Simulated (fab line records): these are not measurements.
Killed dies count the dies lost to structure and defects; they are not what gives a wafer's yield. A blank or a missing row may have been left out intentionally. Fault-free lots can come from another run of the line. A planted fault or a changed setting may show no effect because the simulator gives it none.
Chamber matching ; flow n5-finfet ; N5_HKMG_FIN_CVD_62 on thermal-cvd-si-01: 3 sister chambers
The step deposits a-Si from Si2H6, target thk 3 nm, time 20.8 s. 22 wafers are shown with their chamber, then 11 later ones without.

== WAFERS, EACH WITH ITS CHAMBER ==
wafer;chamber;heater-power-w (W);chamber-pressure-Torr (Torr)
L074.1;0;1241;1.0006
L074.2;1;1434;1.0001
L074.3;2;1372;0.9999
L076.1;2;1421;0.9971
L076.2;1;1488;0.9994
L076.4;2;1377;0.9978
L078.1;2;1373;0.9973
L078.2;0;1253;1.0012
L078.3;1;1433;1.0000
L082.2;0;1256;0.9977
L082.5;1;1472;1.0018
L082.6;0;1250;0.9979
L084.1;1;1465;1.0021
L084.3;2;1363;0.9998
L084.6;2;1346;0.9999
L085.3;2;1349;0.9976
L085.4;1;1435;0.9976
L085.5;0;1278;0.9983
L088.1;0;1244;1.0005
L088.3;1;1453;1.0014
L088.4;1;1458;1.0009
L091.1;1;1463;1.0011

SIGNATURES, as means of the wafers listed above
reading;chamber 0;chamber 1;chamber 2;scatter within a chamber
heater-power-w;1253.67;1455.67;1371.57;19.8
chamber-pressure-Torr;0.999367;1.000489;0.998486;0.00142
Rule: for each reading, subtract the chamber's mean from the wafer's reading, divide by that reading's scatter and square the result; add these up over the readings and take the root, which gives the wafer's distance from the chamber. If the next closest chamber is less than 2 further off than the closest, the wafer can't be placed; otherwise it belongs to the closest. The scatter: take each reading less its chamber's mean, square it, sum over the shown wafers, divide by the number of wafers less the number of chambers, and take the root.

== WAFERS WHOSE CHAMBER IS MISSING ==
wafer;heater-power-w (W);chamber-pressure-Torr (Torr)
L091.5;1264;1.0035
L091.6;1388;0.9974
L092.1;1480;1.0007
L092.2;1294;0.9961
L092.3;1426;0.9953
L094.2;1443;1.0008
L094.4;1477;0.9980
L094.6;1259;0.9978
L096.2;1443;0.9997
L096.4;1373;1.0021
L096.6;1297;0.9981

== EACH ONE'S CHAMBER ==
wafer;from the rows above;in truth
L091.5;0;0
L091.6;2;2
L092.1;1;1
L092.2;can't be placed: 0 or 2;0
L092.3;can't be placed: 2 or 1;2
L094.2;1;1
L094.4;1;1
L094.6;0;0
L096.2;1;1
L096.4;can't be placed: 2 or 1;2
L096.6;can't be placed: 0 or 2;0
Correctly placed: 7 of 11. Not placeable from these rows: 4 (in 4, the candidates include the true chamber). Placed wrongly: 0.
